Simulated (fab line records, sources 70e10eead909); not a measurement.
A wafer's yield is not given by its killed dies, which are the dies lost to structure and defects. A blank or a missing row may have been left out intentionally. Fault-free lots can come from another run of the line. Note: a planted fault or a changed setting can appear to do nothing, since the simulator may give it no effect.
fab line records	flow nandHarc
record lots=24	wafers=72	lastDay=24
route steps=1159 shown A_CONTACT@862
lots that met no fault: from a run of the same line without faults
startH: the number of hours between the record's first day and the start of the first shown wafer of the lot	waitH: how many hours have passed since the lot's step before this one	" repeats the value in the row above	L1.1+2: several wafers, shown together as one row	- either no value or no given start	* or withheld: withheld	< > ~ a bound
route shown NAME@n: NAME is a module with steps in the file, n the number in the route of the first one	usual: average and standard deviation across the fault-free wafers	same: alike in all rows	chamber/n: place in a boat	sites: per-site readings	_std_site: how widely they spread, as a standard deviation	_edge_site: inner sites' mean taken away from outer sites' mean	radiusMm: for every site, how far away it sits from the centre of the wafer	mask NAME#n: copy n	behind: the last tool/chamber to shape the wafer	hold: why the lot went on hold/how many hours it stayed there/how the hold came to an end	device: the transistor (n, p or np) that didn't switch	end of line: the same wafers' tests at the end of the route	a step with no rows: only its recipe	killed: the dies lost at the first sort to structure and to defects; this is not the yield of the wafer	map: a wafer's dies, marking killed ones x, the rest . and places with no die _
set.NAME: setting as actually run; set.NAME@STEP: the setting as run at that earlier step	model.NAME: the simulator's own value behind a step, which no gauge read
steps of the route over a sample of lots; a table a step, a row a wafer
services: when a tool's chamber went out of use (startH, in hours from the record's first day, below 0 if earlier), for how many hours, and the reason
## steps
# step NHARC_A_CONTACT_ETCH_111
# recipe sourceW=withheld	pressureMtorr=20	biasV=withheld	timeS=140	targetDepthA=7000	arFlowSccm=withheld	c4f8FlowSccm=withheld	o2FlowSccm=withheld	chemistry=C4F8/O2/Ar
lot.wafer	tool	chamber	startH	waitH	rfHoursCounterH
L074.1	harCapEtch-03	1	355.63	-	79
L074.6	"	0	"	"	-
L074.5	"	1	"	"	-
L076.4	harCapEtch-01	1	377.88	-	-
L076.6	"	0	"	"	-
L076.5	"	1	"	"	-
L075.1	harCapEtch-02	0	382.58	-	11
L075.3	"	1	"	"	-
L075.6	"	0	"	"	-
L077.1	harCapEtch-03	0	383.87	-	84
L077.4	"	1	"	"	-
L077.6	"	1	"	"	-
L078.1	harCapEtch-03	0	388.15	-	85
L078.5	"	0	"	"	-
L078.6	"	1	"	"	-
L079.2	harCapEtch-01	0	392.73	-	59
L079.1	"	1	"	"	59
L079.6	"	1	"	"	-
L082.1	harCapEtch-02	1	410.94	-	17
L082.4	"	1	"	"	-
L082.6	"	1	"	"	-
L084.2	harCapEtch-03	0	421.76	-	89
L084.4	"	1	"	"	-
L084.6	"	1	"	"	-
L081.2	harCapEtch-02	1	423.37	-	18
L081.3	"	0	"	"	-
L081.6	"	0	"	"	-
L083.1	harCapEtch-01	1	424.24	-	63
L083.2	"	0	"	"	63
L083.6	"	1	"	"	-
L080.1	harCapEtch-02	0	427.34	-	19
L080.3	"	1	"	"	-
L080.5	"	1	"	"	-
L087.1	harCapEtch-02	1	447.67	-	22
L087.4	"	1	"	"	-
L087.6	"	0	"	"	-
L086.1	harCapEtch-01	0	448.14	-	68
L086.2	"	1	"	"	68
L086.5	"	1	"	"	-
L089.1	harCapEtch-01	0	455.99	-	69
L089.4	"	0	"	"	-
L089.6	"	1	"	"	-
L085.1	harCapEtch-02	0	457.21	-	25
L085.2	"	1	"	"	25
L085.3	"	0	"	"	-
L088.2	harCapEtch-03	0	460.04	-	95
L088.3	"	0	"	"	-
L088.6	"	0	"	"	-
L091.4	harCapEtch-03	0	464.00	-	-
L091.5	"	1	"	"	-
L091.6	"	0	"	"	-
L090.1	harCapEtch-02	0	465.50	-	27
L090.3	"	1	"	"	-
L090.6	"	0	"	"	-
L092.3	harCapEtch-03	1	473.73	-	-
L092.4	"	0	"	"	-
L092.6	"	0	"	"	-
L093.2	harCapEtch-02	1	475.74	-	29
L093.4	"	0	"	"	-
L093.3	"	1	"	"	-
L094.1	harCapEtch-01	0	491.52	-	78
L094.2	"	1	"	"	78
L094.5	"	1	"	"	-
L095.1	harCapEtch-03	0	492.65	-	103
L095.3	"	0	"	"	-
L095.6	"	1	"	"	-
L096.1	harCapEtch-02	0	506.34	-	33
L096.2	"	1	"	"	33
L096.6	"	1	"	"	-
L097.4	harCapEtch-01	0	510.58	-	-
L097.3	"	1	"	"	-
L097.6	"	0	"	"	-
# step NHARC_A_CONTACT_ETCH_118
# recipe sourceW=withheld	pressureMtorr=20	biasV=3000	timeS=94	targetDepthA=9220	arFlowSccm=withheld	c4f8FlowSccm=withheld	o2FlowSccm=withheld	chemistry=C4F8/O2/Ar
lot.wafer	tool	chamber	startH	waitH	rfHoursCounterH
L074.1	harCapEtch-03	1	356.60	0.1	79
L074.6	"	0	"	"	-
L074.5	"	1	"	"	-
L076.4	harCapEtch-01	1	378.56	0.1	-
L076.6	"	0	"	"	-
L076.5	"	1	"	"	-
L075.1	harCapEtch-02	0	383.33	0.1	11
L075.3	"	1	"	"	-
L075.6	"	0	"	"	-
L077.1	harCapEtch-03	0	384.87	0.1	85
L077.4	"	1	"	"	-
L077.6	"	1	"	"	-
L078.1	harCapEtch-03	0	389.14	0.1	86
L078.5	"	0	"	"	-
L078.6	"	1	"	"	-
L079.2	harCapEtch-01	0	393.49	0.1	59
L079.1	"	1	"	"	59
L079.6	"	1	"	"	-
L082.1	harCapEtch-02	1	411.68	0.1	17
L082.4	"	1	"	"	-
L082.6	"	1	"	"	-
L084.2	harCapEtch-03	0	422.48	0.1	90
L084.4	"	1	"	"	-
L084.6	"	1	"	"	-
L081.2	harCapEtch-02	1	424.12	0.1	19
L081.3	"	0	"	"	-
L081.6	"	0	"	"	-
L083.1	harCapEtch-01	1	424.98	0.1	64
L083.2	"	0	"	"	64
L083.6	"	1	"	"	-
L080.1	harCapEtch-02	0	428.07	0.1	20
L080.3	"	1	"	"	-
L080.5	"	1	"	"	-
L087.1	harCapEtch-02	1	448.40	0.1	23
L087.4	"	1	"	"	-
L087.6	"	0	"	"	-
L086.1	harCapEtch-01	0	448.89	0.1	69
L086.2	"	1	"	"	69
L086.5	"	1	"	"	-
L089.1	harCapEtch-01	0	456.73	0.1	70
L089.4	"	0	"	"	-
L089.6	"	1	"	"	-
L085.1	harCapEtch-02	0	457.96	0.1	26
L085.2	"	1	"	"	26
L085.3	"	0	"	"	-
L088.2	harCapEtch-03	0	461.00	0.1	96
L088.3	"	0	"	"	-
L088.6	"	0	"	"	-
L091.4	harCapEtch-03	0	464.91	0.1	-
L091.5	"	1	"	"	-
L091.6	"	0	"	"	-
L090.1	harCapEtch-02	0	466.22	0.1	28
L090.3	"	1	"	"	-
L090.6	"	0	"	"	-
L092.3	harCapEtch-03	1	474.68	0.1	-
L092.4	"	0	"	"	-
L092.6	"	0	"	"	-
L093.2	harCapEtch-02	1	476.47	0.1	29
L093.4	"	0	"	"	-
L093.3	"	1	"	"	-
L094.1	harCapEtch-01	0	492.26	0.1	78
L094.2	"	1	"	"	78
L094.5	"	1	"	"	-
L095.1	harCapEtch-03	0	493.37	0.1	103
L095.3	"	0	"	"	-
L095.6	"	1	"	"	-
L096.1	harCapEtch-02	0	507.09	0.1	34
L096.2	"	1	"	"	34
L096.6	"	1	"	"	-
L097.4	harCapEtch-01	0	511.29	0.1	-
L097.3	"	1	"	"	-
L097.6	"	0	"	"	-
# step NHARC_A_CONTACT_ETCH_123
# recipe sourceW=withheld	pressureMtorr=20	biasV=400	timeS=253	targetDepthA=10900	arFlowSccm=withheld	c4f8FlowSccm=11.5	o2FlowSccm=7.2	chemistry=C4F8/O2/Ar
lot.wafer	tool	chamber	startH	waitH	rfHoursCounterH
L074.1	harCapEtch-03	1	357.25	0.2	80
L074.6	"	0	"	"	-
L074.5	"	1	"	"	-
L076.4	harCapEtch-01	1	379.13	0.2	-
L076.6	"	0	"	"	-
L076.5	"	1	"	"	-
L075.1	harCapEtch-02	0	383.78	0.1	12
L075.3	"	1	"	"	-
L075.6	"	0	"	"	-
L077.1	harCapEtch-03	0	385.48	0.1	85
L077.4	"	1	"	"	-
L077.6	"	1	"	"	-
L078.1	harCapEtch-03	0	389.75	0.1	86
L078.5	"	0	"	"	-
L078.6	"	1	"	"	-
L079.2	harCapEtch-01	0	393.94	0.1	60
L079.1	"	1	"	"	60
L079.6	"	1	"	"	-
L082.1	harCapEtch-02	1	412.14	0.1	18
L082.4	"	1	"	"	-
L082.6	"	1	"	"	-
L084.2	harCapEtch-03	0	422.98	0.1	90
L084.4	"	1	"	"	-
L084.6	"	1	"	"	-
L081.2	harCapEtch-02	1	424.58	0.1	19
L081.3	"	0	"	"	-
L081.6	"	0	"	"	-
L083.1	harCapEtch-01	1	425.44	0.1	64
L083.2	"	0	"	"	64
L083.6	"	1	"	"	-
L080.1	harCapEtch-02	0	428.56	0.1	20
L080.3	"	1	"	"	-
L080.5	"	1	"	"	-
L087.1	harCapEtch-02	1	448.89	0.1	23
L087.4	"	1	"	"	-
L087.6	"	0	"	"	-
L086.1	harCapEtch-01	0	449.35	0.1	69
L086.2	"	1	"	"	69
L086.5	"	1	"	"	-
L089.1	harCapEtch-01	0	457.19	0.1	70
L089.4	"	0	"	"	-
L089.6	"	1	"	"	-
L085.1	harCapEtch-02	0	458.41	0.1	26
L085.2	"	1	"	"	26
L085.3	"	0	"	"	-
L088.2	harCapEtch-03	0	461.67	0.2	96
L088.3	"	0	"	"	-
L088.6	"	0	"	"	-
L091.4	harCapEtch-03	0	465.68	0.3	-
L091.5	"	1	"	"	-
L091.6	"	0	"	"	-
L090.1	harCapEtch-02	0	466.71	0.1	28
L090.3	"	1	"	"	-
L090.6	"	0	"	"	-
L092.3	harCapEtch-03	1	475.39	0.2	-
L092.4	"	0	"	"	-
L092.6	"	0	"	"	-
L093.2	harCapEtch-02	1	476.97	0.1	30
L093.4	"	0	"	"	-
L093.3	"	1	"	"	-
L094.1	harCapEtch-01	0	492.72	0.1	79
L094.2	"	1	"	"	79
L094.5	"	1	"	"	-
L095.1	harCapEtch-03	0	493.87	0.1	104
L095.3	"	0	"	"	-
L095.6	"	1	"	"	-
L096.1	harCapEtch-02	0	507.55	0.1	34
L096.2	"	1	"	"	34
L096.6	"	1	"	"	-
L097.4	harCapEtch-01	0	511.83	0.2	-
L097.3	"	1	"	"	-
L097.6	"	0	"	"	-
# step NHARC_A_CONTACT_ETCH_96
# recipe targetDepthA=200	overEtchFrac=0.5	timeS=10	ionEnergyEv=250	c4f6FlowSccm=25	o2FlowSccm=20	arFlowSccm=500	rfW=600	biasW=500	chemistry=C4F6/O2
# usual drypumpMotorCurrentA=5.7/0.49	oesProductAu=0.977/0.028	rfVppV=547.7/2.4	showerheadPlenumPTorr=3.96/0.11	throttleValvePct=26.904/0.0095
# same overEtchFrac=0.5
lot.wafer	tool	chamber	startH	waitH	drypumpMotorCurrentA	oesProductAu	rfHoursCounterH	rfVppV	showerheadPlenumPTorr	throttleValvePct
L074.1	rieDiel-04	1	-	-	5.1	0.962	7	546.8	3.90	26.893
L074.5	"	3	"	"	5.4	0.984	-	550.8	4.10	26.899
L074.6	"	0	"	"	6.0	0.980	-	544.4	3.88	26.924
L076.5	rieDiel-05	0	379.75	0.1	6.3	0.993	-	545.0	3.85	26.901
L076.4	"	1	"	"	5.3	0.986	-	552.8	4.18	26.901
L076.6	"	2	"	"	6.3	1.018	-	548.1	3.99	26.895
L075.1	rieDiel-04	3	-	-	5.4	0.956	14	550.1	4.10	26.911
L075.3	"	0	"	"	6.0	0.954	12	545.8	3.88	26.902
L075.6	"	3	"	"	5.5	0.963	-	549.9	4.10	26.910
L077.1	rieDiel-04	2	-	-	5.8	1.006	13	548.6	4.02	26.912
L077.4	"	3	"	"	5.5	1.019	14	549.7	4.10	26.885
L077.6	"	0	"	"	6.0	1.004	-	545.4	3.88	26.896
L078.1	rieDiel-04	0	-	-	6.0	0.954	13	547.6	3.88	26.891
L078.5	"	2	"	"	5.8	0.946	-	546.9	4.02	26.921
L078.6	"	3	"	"	5.4	0.958	-	548.7	4.10	26.888
L079.2	rieDiel-04	0	-	-	6.0	1.019	14	545.6	3.87	26.903
L079.1	"	1	"	"	5.1	0.982	15	547.2	3.90	26.893
L079.6	"	0	"	"	6.0	1.028	-	545.4	3.87	26.916
L082.1	rieDiel-04	2	-	-	5.8	0.971	18	549.6	4.02	26.906
L082.4	"	3	"	"	5.4	0.965	19	551.2	4.10	26.898
L082.6	"	3	"	"	5.4	0.961	-	550.3	4.10	26.898
L084.2	rieDiel-07	1	-	-	4.9	0.992	5	546.7	3.96	26.910
L084.4	"	2	"	"	6.6	0.987	5	545.1	3.85	26.910
L084.6	"	0	"	"	5.1	0.989	-	552.0	4.18	26.890
L081.3	rieDiel-04	1	-	-	5.1	0.973	22	545.2	3.89	26.915
L081.2	"	3	"	"	5.5	1.019	21	550.4	4.10	26.919
L081.6	"	2	"	"	5.8	1.010	-	547.7	4.02	26.905
L083.1	rieDiel-04	0	-	-	6.0	0.952	21	545.5	3.87	26.893
L083.2	"	1	"	"	5.1	0.938	22	547.2	3.89	26.897
L083.6	"	3	"	"	5.5	0.949	-	550.9	4.10	26.917
L080.3	rieDiel-04	0	-	-	6.0	1.011	21	546.6	3.87	26.910
L080.1	"	3	"	"	5.5	1.014	22	550.9	4.10	26.899
L080.5	"	1	"	"	5.0	0.989	-	547.3	3.89	26.900
L087.1	rieDiel-04	2	-	-	5.9	0.958	24	549.6	4.02	26.903
L087.4	"	3	"	"	5.5	0.969	25	548.4	4.09	26.898
L087.6	"	2	"	"	5.9	0.956	-	548.5	4.02	26.882
L086.2	rieDiel-04	2	450.13	0.1	5.8	1.003	24	549.3	4.02	26.909
L086.1	"	3	"	"	5.5	1.021	25	549.8	4.09	26.897
L086.5	"	2	"	"	5.8	1.013	-	549.3	4.02	26.898
L089.1	rieDiel-04	2	-	-	5.8	1.009	27	548.1	4.01	26.899
L089.4	"	1	"	"	5.0	0.968	27	546.3	3.89	26.916
L089.6	"	3	"	"	5.4	1.002	-	551.2	4.09	26.907
L085.3	rieDiel-05	0	-	-	6.3	0.952	43	545.9	3.83	26.883
L085.1	"	1	"	"	5.3	0.952	38	550.0	4.16	26.899
L085.2	"	2	"	"	6.3	0.963	40	546.1	3.97	26.919
L088.3	rieDiel-07	1	-	-	4.9	0.996	20	547.8	3.95	26.913
L088.2	"	2	"	"	6.6	1.006	18	544.8	3.84	26.900
L088.6	"	0	"	"	5.1	0.984	-	552.2	4.17	26.907
L091.4	rieDiel-07	2	-	-	6.6	0.990	20	544.5	3.84	26.909
L091.6	"	1	"	"	4.9	0.975	-	547.9	3.95	26.907
L091.5	"	2	"	"	6.6	0.996	-	543.5	3.84	26.908
L090.3	rieDiel-05	3	-	-	6.3	0.947	47	543.4	3.80	26.911
L090.1	"	1	"	"	5.2	0.944	43	550.7	4.16	26.893
L090.6	"	3	"	"	6.3	0.951	-	544.4	3.80	26.901
L092.3	rieDiel-04	1	-	-	5.1	0.996	0	548.1	3.89	26.912
L092.4	"	2	"	"	5.8	1.022	0	549.7	4.01	26.899
L092.6	"	1	"	"	5.1	0.998	-	545.3	3.89	26.895
L093.2	rieDiel-04	2	-	-	5.8	1.010	1	548.9	4.01	26.909
L093.3	"	3	"	"	5.5	0.992	1	551.3	4.09	26.895
L093.4	"	0	"	"	6.0	0.995	1	546.0	3.87	26.907
L094.2	rieDiel-05	2	-	-	6.3	0.935	53	546.8	3.96	26.900
L094.1	"	1	"	"	5.3	0.928	52	551.7	4.15	26.908
L094.5	"	2	"	"	6.3	0.926	-	547.0	3.96	26.896
L095.3	rieDiel-05	3	-	-	6.3	0.955	55	544.3	3.80	26.913
L095.1	"	1	"	"	5.3	0.943	53	552.2	4.15	26.888
L095.6	"	0	"	"	6.3	0.937	-	544.5	3.82	26.916
L096.1	rieDiel-04	0	-	-	6.0	1.007	6	545.6	3.86	26.908
L096.2	"	1	"	"	5.1	0.984	5	546.2	3.89	26.903
L096.6	"	3	"	"	5.4	1.001	-	550.4	4.09	26.907
L097.3	rieDiel-05	1	-	-	5.3	0.938	60	552.9	4.15	26.911
L097.4	"	0	"	"	6.3	0.922	65	544.4	3.82	26.898
L097.6	"	2	"	"	6.3	0.955	-	548.4	3.96	26.917
# step NHARC_A_CONTACT_ETCH_91
# recipe targetDepthA=400	overEtchFrac=0.5	timeS=85.7	ionEnergyEv=120	ch3fFlowSccm=50	o2FlowSccm=30	arFlowSccm=200	rfW=500	biasW=100	chemistry=CH3F/O2
# usual drypumpMotorCurrentA=5.7/0.5	oesProductAu=0.94/0.031	rfVppV=244.6/1.3	showerheadPlenumPTorr=2.49/0.08	throttleValvePct=20.662/0.0092
# same overEtchFrac=0.5
lot.wafer	tool	chamber	startH	waitH	drypumpMotorCurrentA	oesProductAu	rfHoursCounterH	rfVppV	showerheadPlenumPTorr	throttleValvePct
L074.1	rieDiel-05	1	368.19	0.6	5.3	0.92	5	246.4	2.63	20.668
L074.6	"	0	"	"	6.2	0.92	-	243.7	2.41	20.661
L074.5	"	1	"	"	5.3	0.92	-	247.2	2.63	20.659
L076.4	rieDiel-04	3	387.33	0.6	5.4	0.94	14	245.4	2.58	20.667
L076.6	"	3	"	"	5.4	0.94	-	246.5	2.58	20.656
L076.5	"	0	"	"	6.0	0.94	-	243.9	2.43	20.667
L075.3	rieDiel-05	1	391.39	0.4	5.2	0.91	15	244.7	2.63	20.667
L075.1	"	0	"	"	6.3	0.92	16	241.7	2.41	20.669
L075.6	"	1	"	"	5.2	0.91	-	247.2	2.63	20.662
L077.4	rieDiel-07	1	395.04	0.4	4.9	0.92	62	245.0	2.49	20.659
L077.1	"	3	"	"	5.1	0.91	55	244.8	2.47	20.652
L077.6	"	0	"	"	5.1	0.92	-	247.6	2.64	20.640
L078.1	rieDiel-04	3	398.82	0.5	5.4	0.93	16	246.4	2.58	20.669
L078.6	"	2	"	"	5.8	0.93	-	246.0	2.52	20.653
L078.5	"	3	"	"	5.5	0.93	-	245.7	2.58	20.666
L079.2	rieDiel-05	3	401.86	0.5	6.3	1.00	21	243.2	2.39	20.675
L079.1	"	0	"	"	6.3	0.99	21	242.6	2.41	20.677
L079.6	"	2	"	"	6.3	1.00	-	244.5	2.50	20.687
L082.4	rieDiel-04	3	420.84	0.6	5.5	0.94	20	245.4	2.57	20.666
L082.1	"	2	"	"	5.8	0.93	19	243.8	2.52	20.664
L082.6	"	3	"	"	5.4	0.94	-	245.6	2.57	20.674
L084.2	rieDiel-04	0	430.97	0.5	6.0	0.94	21	243.8	2.42	20.672
L084.4	"	1	"	"	5.1	0.90	22	244.0	2.44	20.653
L084.6	"	0	"	"	6.0	0.93	-	244.0	2.42	20.667
L081.3	rieDiel-07	1	433.03	0.4	4.9	0.93	7	245.5	2.48	20.665
L081.2	"	3	"	"	5.1	0.92	5	245.5	2.46	20.673
L081.6	"	1	"	"	4.9	0.94	-	243.5	2.48	20.657
L083.1	rieDiel-04	0	433.28	0.5	6.0	0.94	21	242.4	2.42	20.660
L083.2	"	3	"	"	5.5	0.93	22	245.0	2.57	20.670
L083.6	"	0	"	"	6.0	0.94	-	243.0	2.42	20.666
L080.1	rieDiel-04	0	436.62	0.5	6.0	0.94	22	243.0	2.42	20.653
L080.3	"	1	"	"	5.1	0.91	23	243.2	2.44	20.644
L080.5	"	2	"	"	5.8	0.94	-	244.9	2.52	20.653
L086.1	rieDiel-04	0	457.50	0.5	6.0	1.00	24	243.2	2.42	20.651
L086.2	"	1	"	"	5.1	0.90	27	244.8	2.44	20.659
L086.5	"	1	"	"	5.1	0.90	-	245.0	2.44	20.676
L087.4	rieDiel-07	2	457.59	0.5	6.6	0.98	15	242.7	2.40	20.669
L087.1	"	3	"	"	5.1	0.99	14	243.4	2.46	20.669
L087.6	"	1	"	"	4.9	0.99	-	243.7	2.48	20.650
L089.4	rieDiel-05	2	466.06	0.4	6.3	0.91	44	244.4	2.49	20.655
L089.1	"	3	"	"	6.3	0.93	46	242.9	2.38	20.637
L089.6	"	2	"	"	6.3	0.92	-	245.3	2.49	20.657
L085.1	rieDiel-05	3	468.22	0.5	6.3	0.94	47	242.6	2.38	20.655
L085.3	"	0	"	"	6.3	0.91	47	242.0	2.39	20.655
L085.2	"	1	"	"	5.2	0.91	43	246.5	2.62	20.655
L088.3	rieDiel-05	2	470.53	0.5	6.3	0.92	45	244.1	2.49	20.646
L088.2	"	3	"	"	6.3	0.94	47	243.1	2.38	20.667
L088.6	"	2	"	"	6.3	0.92	-	243.6	2.49	20.673
L091.4	rieDiel-05	1	475.01	0.6	5.3	0.92	46	247.3	2.61	20.659
L091.6	"	0	"	"	6.3	0.92	-	244.0	2.39	20.675
L091.5	"	1	"	"	5.3	0.92	-	245.6	2.61	20.675
L090.1	rieDiel-04	2	478.64	0.6	5.8	1.02	1	244.0	2.52	20.678
L090.3	"	1	"	"	5.1	1.00	1	243.7	2.44	20.658
L090.6	"	2	"	"	5.8	1.02	-	245.7	2.52	20.662
L092.3	rieDiel-05	3	485.48	0.4	6.3	0.94	53	243.9	2.38	20.657
L092.4	"	0	"	"	6.2	0.92	54	243.0	2.39	20.665
L092.6	"	1	"	"	5.2	0.92	-	245.7	2.61	20.672
L093.3	rieDiel-05	3	487.37	0.4	6.3	0.93	53	244.5	2.38	20.655
L093.2	"	0	"	"	6.3	0.92	55	243.9	2.39	20.666
L093.4	"	1	"	"	5.2	0.92	51	246.4	2.61	20.645
L094.1	rieDiel-04	2	500.52	0.5	5.9	0.94	5	244.5	2.52	20.656
L094.2	"	3	"	"	5.4	0.93	5	245.1	2.57	20.663
L094.5	"	1	"	"	5.1	0.92	-	244.1	2.43	20.663
L095.1	rieDiel-04	0	501.32	0.5	6.0	0.94	5	243.4	2.42	20.654
L095.3	"	2	"	"	5.8	0.94	5	244.8	2.52	20.654
L095.6	"	0	"	"	6.0	0.93	-	243.0	2.42	20.670
L096.2	rieDiel-05	1	514.87	0.5	5.3	0.91	61	246.6	2.61	20.668
L096.1	"	3	"	"	6.3	0.93	63	243.6	2.37	20.665
L096.6	"	2	"	"	6.3	0.93	-	244.7	2.48	20.672
L097.4	rieDiel-04	0	519.71	0.4	6.0	1.01	8	244.2	2.42	20.665
L097.3	"	2	"	"	5.8	1.02	8	243.6	2.51	20.662
L097.6	"	3	"	"	5.4	1.00	-	246.6	2.57	20.652
# step NHARC_A_CONTACT_DEP_85
# recipe targetThkA=500	targetThkNm=50	tempC=400	pressureTorr=3.5	flowSccm=200	rfW=350	material=SiON
# usual heaterPowerW=789/120
lot.wafer	tool	chamber	startH	waitH	heaterPowerW
L074.1	pecvd-04	1	372.10	1.3	899
L074.5	"	2	"	"	651
L074.6	"	0	"	"	980
L076.5	pecvd-04	0	390.09	0.3	957
L076.4	"	1	"	"	844
L076.6	"	2	"	"	673
L075.1	pecvd-03	0	393.99	1.1	765
L075.3	"	2	"	"	755
L075.6	"	2	"	"	755
L077.1	pecvd-04	2	397.81	1.1	785
L077.4	"	1	"	"	748
L077.6	"	0	"	"	989
L078.1	pecvd-04	2	403.04	1.2	726
L078.6	"	1	"	"	811
L078.5	"	2	"	"	735
L079.1	pecvd-04	0	404.25	1.0	977
L079.2	"	1	"	"	714
L079.6	"	0	"	"	979
L082.1	pecvd-02	2	423.77	1.1	711
L082.6	"	2	"	"	720
L082.4	"	0	"	"	673
L084.2	pecvd-04	2	434.05	0.9	674
L084.6	"	0	"	"	1027
L084.4	"	1	"	"	681
L081.3	pecvd-03	1	435.48	0.7	793
L081.2	"	2	"	"	760
L081.6	"	1	"	"	784
L083.2	pecvd-03	2	435.86	0.9	765
L083.1	"	0	"	"	693
L083.6	"	0	"	"	745
L080.1	pecvd-04	2	439.52	1.1	783
L080.3	"	1	"	"	715
L080.5	"	1	"	"	729
L086.1	pecvd-04	2	460.35	1.1	788
L086.2	"	0	"	"	919
L086.5	"	0	"	"	960
L087.1	pecvd-03	0	461.03	1.1	690
L087.6	"	1	"	"	765
L087.4	"	2	"	"	742
L089.1	pecvd-03	0	469.27	1.1	792
L089.6	"	0	"	"	766
L089.4	"	1	"	"	787
L085.1	pecvd-03	0	472.95	1.1	760
L085.2	"	1	"	"	753
L085.3	"	2	"	"	777
L088.2	pecvd-02	2	474.20	0.9	860
L088.3	"	1	"	"	943
L088.6	"	1	"	"	925
L091.6	pecvd-02	1	478.05	0.1	998
L091.5	"	2	"	"	740
L091.4	"	0	"	"	653
L090.1	pecvd-02	1	485.34	1.1	1017
L090.3	"	0	"	"	582
L090.6	"	0	"	"	585
L092.3	pecvd-03	1	492.58	0.7	822
L092.4	"	0	"	"	715
L092.6	"	1	"	"	807
L093.2	pecvd-02	1	493.71	0.9	937
L093.3	"	2	"	"	749
L093.4	"	2	"	"	721
L094.2	pecvd-02	0	503.01	0.9	684
L094.1	"	2	"	"	769
L094.5	"	0	"	"	566
L095.3	pecvd-02	2	503.83	0.7	834
L095.1	"	1	"	"	942
L095.6	"	2	"	"	822
L096.2	pecvd-03	1	517.84	1.3	701
L096.1	"	2	"	"	757
L096.6	"	1	"	"	719
L097.3	pecvd-03	1	522.26	0.8	763
L097.4	"	0	"	"	624
L097.6	"	2	"	"	817
## services
tool	chamber	startH	hours	kind
pecvd-02	-	334.67	13.0	pm
rieDiel-05	0	337.34	6.3	repair
rieDiel-05	-	340.62	9.0	pm
pecvd-03	-	346.53	1.1	repair
rieDiel-04	0	347.08	-	clean
rieDiel-04	1	347.08	-	clean
rieDiel-04	2	347.08	-	clean
rieDiel-04	3	347.08	-	clean
rieDiel-04	0	371.71	-	clean
rieDiel-04	1	371.71	-	clean
rieDiel-04	2	371.71	-	clean
rieDiel-04	3	371.71	-	clean
pecvd-04	-	376.37	13.0	pm
rieDiel-07	3	379.10	4.6	repair
rieDiel-05	3	379.32	4.2	repair
pecvd-04	-	393.66	0.8	repair
pecvd-03	0	420.83	2.2	repair
rieDiel-04	0	449.74	7.2	repair
rieDiel-04	-	466.09	9.0	pm
pecvd-03	-	473.12	13.0	pm
rieDiel-07	-	485.60	0.7	repair
pecvd-02	-	515.67	13.0	pm
rieDiel-05	2	515.72	8.9	repair
rieDiel-05	-	517.62	9.0	pm
## key
fault none
